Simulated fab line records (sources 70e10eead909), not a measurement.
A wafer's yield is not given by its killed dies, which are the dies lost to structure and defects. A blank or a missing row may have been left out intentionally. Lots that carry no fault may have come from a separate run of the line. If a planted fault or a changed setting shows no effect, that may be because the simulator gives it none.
fab line records	flow nandHarc
record lots=12	wafers=36	lastDay=34
route steps=1302 shown A_M1@1195 A_BONDPAD@1203 END@1302
lots with no fault: from the same line, run without faults
startH: the number of hours between the record's first day and the start of the first shown wafer of the lot	waitH: hours from the lot's prior step to this one	" as in the row above	L1.1+2: a row that stands for several wafers	- no value present, or no start provided	* or withheld: withheld	< > ~ a bound
route shown NAME@n: names a module that has steps shown in the file, with the first one's number in the route	usual: average and standard deviation across the fault-free wafers	same: alike in all rows	chamber/n: place in a boat	sites: readings site by site	_std_site: the values' standard deviation	_edge_site: mean of outer sites minus mean of inner sites	radiusMm: for every site, how far away it sits from the centre of the wafer	mask NAME#n: copy n	behind: the most recent tool/chamber to have shaped the wafer	hold: reason for holding the lot/hours on hold/outcome of the hold	device: the n, p or np transistor that did not switch	end of line: tests run on the same wafers once the route is complete	for a step that has no rows: nothing shown but its recipe	killed: dies lost to structure and defects at the first sort, not the wafer's yield	map: shows each die of a wafer: x if killed, . if not, _ if none is there
set.NAME: the setting the step ran with; set.NAME@STEP: the setting that earlier step ran with	model.NAME: the simulator's own value behind a step, which no gauge read
steps of the route over a sample of lots; a table a step, a row a wafer
services: the hour from which a tool's chamber was out of use, counted from the record's first day as startH (under 0 if before that day), plus the number of hours and why
## steps
# step NHARC_A_M1_CMP_23
# recipe tOverpolishS=20	targetThkNm=154.34
# usual motorCurrentA=12.4/0.74	slurryFlowMlMin=150.0/0.5	timeToEndpointS=29.1/2.5
lot.wafer	tool	chamber	startH	waitH	motorCurrentA	slurryFlowMlMin	timeToEndpointS
L284.2	cmp-02	1	512.62	-	13.5	150.1	31.0
L284.1	"	2	"	"	12.1	149.8	31.6
L284.6	"	1	"	"	13.0	150.2	29.2
L286.1	cmp-02	0	548.29	-	13.2	150.6	30.2
L286.2	"	1	"	"	13.6	150.9	29.6
L286.6	"	3	"	"	11.1	150.8	29.5
L285.3	cmp-02	2	550.21	-	12.2	150.4	34.7
L285.4	"	1	"	"	13.3	149.1	30.8
L285.6	"	3	"	"	11.9	150.2	30.0
L288.3	cmp-02	3	561.78	-	11.3	149.1	28.9
L288.1	"	1	"	"	12.8	150.0	29.5
L288.6	"	3	"	"	11.8	150.5	31.9
L289.4	cmp-03	1	578.34	-	12.4	150.2	28.2
L289.5	"	2	"	"	12.2	149.6	23.6
L289.6	"	3	"	"	11.2	149.9	28.3
L297.1	cmp-02	0	655.05	-	13.4	149.7	27.2
L297.5	"	3	"	"	11.4	150.3	25.9
L297.6	"	0	"	"	13.4	150.0	25.0
L298.3	cmp-01	0	667.19	-	12.8	150.2	30.3
L298.2	"	1	"	"	11.9	149.4	25.7
L298.6	"	3	"	"	13.2	150.7	26.2
L299.3	cmp-02	0	674.93	-	12.1	148.8	29.6
L299.4	"	2	"	"	11.8	150.0	31.4
L299.5	"	1	"	"	13.1	149.7	28.7
L301.1	cmp-02	1	700.19	-	13.4	150.1	26.6
L301.4	"	3	"	"	11.4	149.4	24.0
L301.6	"	1	"	"	13.0	150.6	26.7
L303.3	cmp-01	0	723.61	-	13.1	150.2	34.1
L303.1	"	1	"	"	11.5	149.7	31.5
L303.4	"	2	"	"	12.5	149.1	29.0
L305.2	cmp-02	0	736.17	-	13.0	150.0	31.9
L305.1	"	1	"	"	13.9	150.0	31.9
L305.3	"	3	"	"	11.9	150.6	30.3
L307.4	cmp-02	1	777.23	-	13.0	149.3	31.9
L307.3	"	2	"	"	12.4	148.8	30.1
L307.2	"	0	"	"	13.2	148.9	28.5
# step NHARC_A_BONDPAD_CMP_29
# recipe targetThkNm=200	material=SiCN
# usual motorCurrentA=12.2/0.86	slurryFlowMlMin=150.0/0.5
lot.wafer	tool	chamber	startH	waitH	motorCurrentA	slurryFlowMlMin
L284.1	cmp-02	2	514.19	-	12.2	150.3
L284.2	"	1	"	"	12.8	149.9
L284.6	"	2	"	"	12.4	150.3
L286.1	cmp-04	2	549.87	-	11.8	150.4
L286.2	"	3	"	"	11.2	150.1
L286.6	"	2	"	"	12.1	150.0
L285.3	cmp-04	2	552.05	-	11.7	149.9
L285.4	"	0	"	"	11.4	150.4
L285.6	"	2	"	"	11.7	150.0
L288.3	cmp-02	3	563.36	-	11.3	150.3
L288.1	"	0	"	"	11.7	148.8
L288.6	"	0	"	"	13.1	150.0
L289.4	cmp-02	2	579.89	-	12.2	150.3
L289.6	"	0	"	"	12.7	150.1
L289.5	"	1	"	"	13.7	150.2
L297.1	cmp-04	1	656.74	-	11.2	151.1
L297.5	"	0	"	"	11.6	150.2
L297.6	"	1	"	"	11.4	151.2
L298.3	cmp-03	2	668.93	-	12.3	150.6
L298.2	"	1	"	"	12.4	149.9
L298.6	"	2	"	"	11.7	150.0
L299.4	cmp-02	1	676.51	-	13.4	150.7
L299.3	"	2	"	"	12.3	150.3
L299.5	"	1	"	"	13.0	150.7
L301.1	cmp-02	2	702.07	-	12.0	149.3
L301.4	"	0	"	"	13.0	149.5
L301.6	"	2	"	"	12.5	150.0
L303.4	cmp-04	1	725.20	-	11.4	150.3
L303.3	"	2	"	"	11.7	150.3
L303.1	"	3	"	"	11.0	150.8
L305.2	cmp-03	0	737.75	-	13.1	150.0
L305.3	"	1	"	"	12.3	149.9
L305.1	"	2	"	"	11.7	149.7
L307.3	cmp-04	3	778.92	-	11.5	150.0
L307.2	"	0	"	"	10.5	149.6
L307.4	"	2	"	"	12.4	149.4
# step NHARC_A_BONDPAD_DESCUM_11
# recipe timeS=3	o2FlowSccm=200	arFlowSccm=0	biasPowerW=0	chemistry=O2
# usual drypumpMotorCurrentA=5.6/0.48	oesProductAu=0.998/0.0095	rfVppV=57.8/0.99	showerheadPlenumPTorr=1.91/0.1	throttleValvePct=11.312/0.0089
# same timeS=3
lot.wafer	tool	chamber	startH	waitH	drypumpMotorCurrentA	oesProductAu	rfHoursCounterH	rfVppV	showerheadPlenumPTorr	throttleValvePct
L284.1	rieDiel-07	1	515.24	-	5.9	1.000	4	57.4	1.79	11.302
L284.2	"	2	"	"	5.1	1.007	3	57.7	1.84	11.305
L284.6	"	1	"	"	5.9	0.994	-	57.3	1.79	11.318
L286.1	rieDiel-06	2	550.89	-	5.6	0.976	1	57.7	2.02	11.325
L286.2	"	3	"	"	6.2	0.976	1	59.6	1.89	11.295
L286.6	"	1	"	"	4.7	1.000	-	57.4	1.92	11.309
L285.3	rieDiel-06	1	553.07	-	4.7	1.003	1	57.8	1.92	11.306
L285.4	"	2	"	"	5.6	1.001	1	57.7	2.02	11.312
L285.6	"	3	"	"	6.3	0.997	-	57.9	1.89	11.308
L288.3	rieDiel-07	0	564.41	-	5.7	0.994	11	59.2	2.02	11.307
L288.1	"	1	"	"	5.9	0.999	11	56.4	1.78	11.303
L288.6	"	0	"	"	5.7	1.010	-	57.7	2.02	11.304
L289.4	rieDiel-06	1	580.76	-	4.7	1.011	2	56.7	1.92	11.320
L289.6	"	3	"	"	6.2	1.000	-	57.4	1.89	11.333
L289.5	"	0	"	"	5.5	0.985	-	57.8	1.78	11.313
L297.1	rieDiel-06	1	657.62	-	4.7	1.000	4	58.2	1.92	11.318
L297.5	"	1	"	"	4.7	1.003	-	57.2	1.92	11.320
L297.6	"	2	"	"	5.6	0.993	-	57.3	2.02	11.329
L298.2	rieDiel-07	0	670.02	-	5.7	1.003	0	58.5	2.01	11.312
L298.3	"	1	"	"	5.9	1.011	1	58.5	1.78	11.309
L298.6	"	0	"	"	5.7	1.016	-	57.5	2.01	11.297
L299.3	rieDiel-06	2	677.41	-	5.6	0.990	0	58.8	2.02	11.301
L299.4	"	0	"	"	5.5	0.979	0	57.4	1.78	11.327
L299.5	"	2	"	"	5.6	0.998	-	57.6	2.02	11.314
L301.4	rieDiel-06	3	703.07	-	6.3	0.986	1	56.7	1.89	11.314
L301.1	"	2	"	"	5.6	1.004	1	59.1	2.02	11.328
L301.6	"	3	"	"	6.3	0.985	-	59.7	1.89	11.314
L303.1	rieDiel-07	2	726.10	-	5.1	1.004	10	59.7	1.83	11.297
L303.3	"	3	"	"	5.7	0.998	10	57.5	2.06	11.287
L303.4	"	1	"	"	5.9	1.021	10	57.2	1.78	11.308
L305.2	rieDiel-06	2	738.65	-	5.6	0.993	2	58.2	2.02	11.299
L305.1	"	3	"	"	6.2	1.000	2	57.7	1.89	11.321
L305.3	"	1	"	"	4.7	1.001	2	58.2	1.92	11.316
L307.4	rieDiel-06	3	779.85	-	6.3	1.008	3	57.1	1.89	11.303
L307.3	"	0	"	"	5.5	0.985	3	56.9	1.78	11.313
L307.2	"	2	"	"	5.6	1.006	3	57.3	2.02	11.313
# step NHARC_A_BONDPAD_STRIP_15
# recipe o2FlowSccm=500	arFlowSccm=0	biasW=0	chemistry=O2
# usual chamberPressureMTorr=60.00/0.053	drypumpMotorCurrentA=5.6/0.48	oesProductAu=0.997/0.0099	rfVppV=57.8/0.91	showerheadPlenumPTorr=3.52/0.17	throttleValvePct=17.037/0.0095
lot.wafer	tool	chamber	startH	waitH	chamberPressureMTorr	drypumpMotorCurrentA	oesProductAu	rfHoursCounterH	rfVppV	showerheadPlenumPTorr	throttleValvePct
L284.2	rieDiel-06	1	515.62	0.1	59.95	4.7	1.006	1	56.5	3.54	17.037
L284.1	"	3	"	"	60.03	6.2	1.005	1	58.6	3.49	17.037
L284.6	"	2	"	"	60.02	5.6	1.006	-	58.3	3.71	17.030
L286.1	rieDiel-07	0	551.27	0.1	60.07	5.7	0.990	10	57.9	3.71	17.028
L286.2	"	1	"	"	59.96	5.9	1.002	10	56.6	3.31	17.048
L286.6	"	1	"	"	60.07	5.9	0.993	-	59.6	3.31	17.034
L285.4	rieDiel-06	3	553.46	0.1	59.94	6.2	0.983	2	57.6	3.49	17.040
L285.3	"	1	"	"	59.95	4.7	0.990	1	58.3	3.53	17.044
L285.6	"	3	"	"	59.93	6.2	0.992	-	58.1	3.49	17.027
L288.1	rieDiel-06	0	564.80	0.1	55.38	5.6	1.000	2	56.9	3.30	17.042
L288.3	"	1	"	"	55.43	4.7	1.011	1	57.9	3.54	17.053
L288.6	"	0	"	"	55.44	5.5	0.999	-	56.3	3.30	17.051
L289.4	rieDiel-06	0	581.16	0.1	55.46	5.5	1.009	2	57.2	3.30	17.033
L289.6	"	2	"	"	55.37	5.6	0.998	-	58.1	3.71	17.033
L289.5	"	3	"	"	55.42	6.3	0.996	-	57.9	3.49	17.042
L297.1	rieDiel-07	2	658.04	0.1	60.10	5.1	0.998	0	57.2	3.40	17.045
L297.5	"	0	"	"	60.05	5.8	1.007	-	59.0	3.70	17.023
L297.6	"	1	"	"	60.01	5.9	1.006	-	57.4	3.30	17.027
L298.2	rieDiel-06	1	670.42	0.1	59.97	4.7	1.005	0	58.5	3.53	17.040
L298.3	"	3	"	"	59.97	6.2	0.988	0	58.7	3.49	17.045
L298.6	"	0	"	"	59.95	5.5	0.981	-	57.8	3.30	17.033
L299.4	rieDiel-06	3	677.80	0.1	60.07	6.2	0.989	0	61.4	3.49	17.051
L299.3	"	0	"	"	60.06	5.5	0.993	0	57.9	3.30	17.054
L299.5	"	0	"	"	59.88	5.6	0.983	-	57.9	3.30	17.033
L301.4	rieDiel-06	1	703.47	0.1	60.01	4.7	0.992	1	57.1	3.53	17.033
L301.1	"	2	"	"	60.01	5.6	0.993	1	58.0	3.71	17.029
L301.6	"	1	"	"	60.05	4.7	0.988	-	58.1	3.53	17.029
L303.4	rieDiel-06	0	726.49	0.1	60.04	5.6	0.980	1	56.2	3.29	17.050
L303.3	"	2	"	"	60.06	5.6	0.994	1	58.1	3.71	17.040
L303.1	"	3	"	"	60.06	6.2	0.985	1	57.4	3.49	17.015
L305.3	rieDiel-07	1	739.04	0.1	60.06	5.9	1.011	12	56.1	3.29	17.044
L305.2	"	2	"	"	59.95	5.1	1.008	12	56.5	3.39	17.038
L305.1	"	3	"	"	60.02	5.8	0.989	11	58.9	3.79	17.019
L307.4	rieDiel-06	2	780.24	0.1	59.92	5.6	0.980	3	58.7	3.71	17.037
L307.3	"	3	"	"	60.00	6.3	1.006	3	57.5	3.49	17.059
L307.2	"	1	"	"	60.05	4.7	0.992	3	57.9	3.53	17.042
# step NHARC_END_SORT_01
# recipe tempC=25
# usual defectLimitedYield=91/3.2	killedAtArray=53/21	killedAtOther=1.1/1.5	killedAtPeriphery=3.9/2.7	killedDies=58/21	killedOpen=3.4/1.9	killedShort=2.3/1.5
# same grossDies=677
lot.wafer	tool	chamber	startH	waitH	defectLimitedYield[%]	killedAtArray	killedAtOther	killedAtPeriphery	killedDies	killedOpen	killedShort
L284.1	prober-02	0	547.15	2.5	94	39	2	2	43	4	2
L284.2	prober-02	0	547.96	2.8	91	55	2	2	59	4	3
L284.6	prober-02	0	551.20	4.1	92	57	0	0	57	5	2
L286.1	prober-02	0	580.86	2.5	90	59	1	7	67	1	2
L286.2	prober-02	0	581.68	2.8	88	66	4	8	78	2	2
L286.6	prober-02	0	584.92	4.1	90	64	3	4	71	2	6
L297.1	prober-02	0	687.95	2.5	87	81	0	5	86	3	2
L297.5	prober-02	0	691.12	3.7	91	55	0	5	60	3	4
L297.6	prober-02	0	691.91	4.0	90	63	2	2	67	6	5
L298.2	prober-02	0	704.44	2.8	90	66	0	2	68	0	2
L298.3	prober-02	0	705.25	3.1	91	52	0	7	59	8	1
L298.6	prober-02	0	707.66	4.0	91	58	0	3	61	4	6
L301.1	prober-02	0	733.19	2.5	95	33	2	0	35	4	1
L301.4	prober-02	0	735.57	3.4	95	32	0	0	32	3	2
L301.6	prober-02	0	737.15	4.0	95	31	1	0	32	3	4
L305.1	prober-02	0	775.00	2.5	96	22	0	3	25	6	3
L305.2	prober-02	0	775.80	2.8	98	9	0	2	11	2	4
L305.3	prober-02	0	776.60	3.1	97	19	0	4	23	9	1
# killed by level:class
L284.1 A_CHANNEL_HOLE_D1:chamberFilmFlake=20 A_CONTACT:chamberFilmFlake=6 A_CHANNEL_HOLE_D2:chamberFilmFlake=3 THIN_TSV:chamberFilmFlake=2 P_M1:geometricParticle:open=1 A_CHANNEL_FILL_D1:geometricParticle:short=1 A_DECK1_JOINT:geometricParticle:open=1 A_BLC:geometricParticle:short=1
L284.2 A_CHANNEL_HOLE_D1:chamberFilmFlake=35 A_CONTACT:chamberFilmFlake=5 A_CHANNEL_HOLE_D2:chamberFilmFlake=4 A_CHANNEL_FILL_D2:chamberFilmFlake=3 THIN_TSV:chamberFilmFlake=2 P_CONTACT:geometricParticle:open=1 A_CHANNEL_FILL_D2:geometricParticle:short=1 A_CONTACT:geometricParticle:open=1
L284.6 A_CHANNEL_HOLE_D1:chamberFilmFlake=30 A_CONTACT:chamberFilmFlake=11 A_CHANNEL_HOLE_D2:chamberFilmFlake=3 A_CHANNEL_FILL_D2:chamberFilmFlake=2 A_STAIRCASE:chamberFilmFlake=2 A_CHANNEL_FILL_D1:geometricParticle:short=1 A_ONON_D2:geometricParticle:open=1 A_SGD_CUT:geometricParticle:short=1
L286.1 A_CHANNEL_HOLE_D2:chamberFilmFlake=25 A_SLIT:chamberFilmFlake=24 P_GATE:chamberFilmFlake=5 A_CHANNEL_HOLE_D1:chamberFilmFlake=2 A_CHANNEL_FILL_D1:chamberFilmFlake=2 A_WL_FILL:chamberFilmFlake=2 P_M0:geometricParticle:open=1 A_ONON_D2:geometricParticle:short=1
L286.2 A_CHANNEL_HOLE_D2:chamberFilmFlake=27 A_SLIT:chamberFilmFlake=27 P_GATE:chamberFilmFlake=6 THIN_TSV:chamberFilmFlake=4 A_STAIRCASE:chamberFilmFlake=3 A_M1:chamberFilmFlake=2 A_CONTACT:chamberFilmFlake=2 P_M0:geometricParticle:short=1
L286.6 A_CHANNEL_HOLE_D2:chamberFilmFlake=25 A_SLIT:chamberFilmFlake=20 THIN_TSV:chamberFilmFlake=3 A_CHANNEL_FILL_D1:geometricParticle:short=2 P_GATE:chamberFilmFlake=2 A_ZERO_WELL:chamberFilmFlake=2 A_CONTACT:chamberFilmFlake=2 A_CHANNEL_HOLE_D1:chamberFilmFlake=2
L297.1 A_SLIT:chamberFilmFlake=33 A_CHANNEL_HOLE_D2:chamberFilmFlake=24 A_CHANNEL_HOLE_D1:chamberFilmFlake=7 A_BONDPAD:chamberFilmFlake=6 P_M2:chamberFilmFlake=2 A_CHANNEL_FILL_D2:chamberFilmFlake=2 A_WL_FILL:chamberFilmFlake=2 A_CONTACT:chamberFilmFlake=2
L297.5 A_SLIT:chamberFilmFlake=23 A_CHANNEL_HOLE_D2:chamberFilmFlake=14 A_CHANNEL_HOLE_D1:chamberFilmFlake=6 A_CONTACT:chamberFilmFlake=4 A_CHANNEL_FILL_D1:geometricParticle:short=2 P_M2:chamberFilmFlake=2 A_BONDPAD:chamberFilmFlake=2 P_GATE:geometricParticle:short=1
L297.6 A_SLIT:chamberFilmFlake=24 A_CHANNEL_HOLE_D2:chamberFilmFlake=17 A_BONDPAD:chamberFilmFlake=6 A_CONTACT:chamberFilmFlake=3 A_CHANNEL_HOLE_D1:chamberFilmFlake=2 P_CONTACT:geometricParticle:open=1 A_ONON_D1:geometricParticle:open=1 A_CHANNEL_FILL_D1:geometricParticle:short=1
L298.2 A_CHANNEL_HOLE_D1:chamberFilmFlake=31 A_CHANNEL_HOLE_D2:chamberFilmFlake=28 A_SLIT:chamberFilmFlake=2 A_SOURCE_PLATE:geometricParticle:short=1 A_CHANNEL_FILL_D2:geometricParticle:short=1 P_M0:chamberFilmFlake=1 P_M1:chamberFilmFlake=1 A_STAIRCASE:chamberFilmFlake=1
L298.3 A_CHANNEL_HOLE_D1:chamberFilmFlake=19 A_CHANNEL_HOLE_D2:chamberFilmFlake=19 P_CONTACT:geometricParticle:open=3 A_SLIT:chamberFilmFlake=3 A_BONDPAD:chamberFilmFlake=3 A_DECK1_JOINT:geometricParticle:open=2 P_M0:chamberFilmFlake=2 A_CONTACT:chamberFilmFlake=2
L298.6 A_CHANNEL_HOLE_D1:chamberFilmFlake=24 A_CHANNEL_HOLE_D2:chamberFilmFlake=16 A_BONDPAD:chamberFilmFlake=4 A_SOURCE_PLATE:geometricParticle:short=2 A_SLIT:chamberFilmFlake=2 A_CHANNEL_FILL_D2:chamberFilmFlake=2 A_CONTACT:chamberFilmFlake=2 P_CONTACT:geometricParticle:short=1
L301.1 A_CHANNEL_HOLE_D1:chamberFilmFlake=11 A_DECK1_JOINT:chamberFilmFlake=4 A_CHANNEL_FILL_D2:chamberFilmFlake=4 A_CONTACT:chamberFilmFlake=4 A_CHANNEL_FILL_D1:chamberFilmFlake=3 A_ONON_D1:geometricParticle:open=1 A_CHANNEL_FILL_D1:geometricParticle:short=1 A_ONON_D2:geometricParticle:open=1
L301.4 A_CHANNEL_HOLE_D1:chamberFilmFlake=11 A_SLIT:chamberFilmFlake=4 A_CONTACT:chamberFilmFlake=4 A_ZERO_WELL:chamberFilmFlake=2 A_DECK1_JOINT:chamberFilmFlake=2 A_ONON_D1:geometricParticle:short=1 A_CHANNEL_HOLE_D1:geometricParticle:open=1 A_CHANNEL_FILL_D2:geometricParticle:open=1
L301.6 A_CHANNEL_HOLE_D1:chamberFilmFlake=9 A_CONTACT:chamberFilmFlake=7 A_SLIT:chamberFilmFlake=3 A_CHANNEL_FILL_D2:chamberFilmFlake=2 A_STAIRCASE:chamberFilmFlake=2 A_ONON_D1:geometricParticle:short=1 A_ONON_D1:geometricParticle:open=1 A_DECK1_JOINT:geometricParticle:open=1
L305.1 A_SLIT:chamberFilmFlake=9 A_ZERO_WELL:chamberFilmFlake=2 A_CHANNEL_HOLE_D1:chamberFilmFlake=2 A_CHANNEL_FILL_D2:chamberFilmFlake=2 P_STI:geometricParticle:open=1 P_M0:geometricParticle:open=1 P_M2:geometricParticle:open=1 A_ONON_D1:geometricParticle:open=1
L305.2 A_SLIT:chamberFilmFlake=2 P_M0:geometricParticle:open=1 P_M1:geometricParticle:short=1 A_SOURCE_PLATE:geometricParticle:short=1 A_DECK1_JOINT:geometricParticle:open=1 A_CHANNEL_HOLE_D2:geometricParticle:short=1 A_CHANNEL_FILL_D2:geometricParticle:short=1 A_CHANNEL_HOLE_D1:unspecified=1
L305.3 A_SLIT:chamberFilmFlake=3 A_WL_FILL:geometricParticle:open=2 A_CHANNEL_HOLE_D2:chamberFilmFlake=2 A_STAIRCASE:chamberFilmFlake=2 A_CONTACT:chamberFilmFlake=2 P_CONTACT:geometricParticle:open=1 P_M0:geometricParticle:open=1 P_M1:geometricParticle:open=1
## services
tool	chamber	startH	hours	kind
rieDiel-07	2	495.33	10.2	repair
cmp-03	-	497.95	2.9	repair
cmp-04	-	503.00	4.0	pm
rieDiel-06	1	503.32	3.4	repair
rieDiel-07	3	507.09	1.3	repair
rieDiel-07	2	518.93	7.4	repair
cmp-02	-	526.53	4.0	pm
cmp-04	-	528.55	5.5	repair
rieDiel-06	1	533.15	6.4	repair
cmp-04	-	534.11	0.3	repair
rieDiel-07	2	544.02	7.6	repair
cmp-03	-	554.79	4.0	pm
rieDiel-06	0	592.27	3.4	repair
cmp-04	-	601.13	4.0	pm
cmp-02	-	624.53	4.0	pm
cmp-02	-	635.36	1.6	repair
cmp-02	-	646.98	2.1	repair
rieDiel-07	-	648.75	9.0	pm
rieDiel-06	-	661.20	9.0	pm
cmp-04	-	664.30	2.4	repair
cmp-04	-	699.13	4.0	pm
rieDiel-06	-	706.07	1.0	repair
cmp-02	-	713.98	3.7	repair
cmp-02	-	722.53	4.0	pm
## key
firstSign step=NHARC_A_BONDPAD_STRIP_15	reading=chamberPressureMTorr	direction=down	sigmas=87	usual=60.00	struck=55.42
effect none on later readings
metAt NHARC_A_BONDPAD_STRIP_15
struckLots L288,L289
notActingAt NHARC_A_M1_CMP_23,NHARC_A_BONDPAD_CMP_29,NHARC_A_BONDPAD_DESCUM_11
onsetBetween 553.46 564.80
fault kind=processParameterDrift	tool=rieDiel-06	chamber=-	onsetH=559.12	steps=NHARC_A_BONDPAD_STRIP_15	channel=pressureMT	offset=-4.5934	shape=step	endH=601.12	actsIn=theseRecipesOnly	stated=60
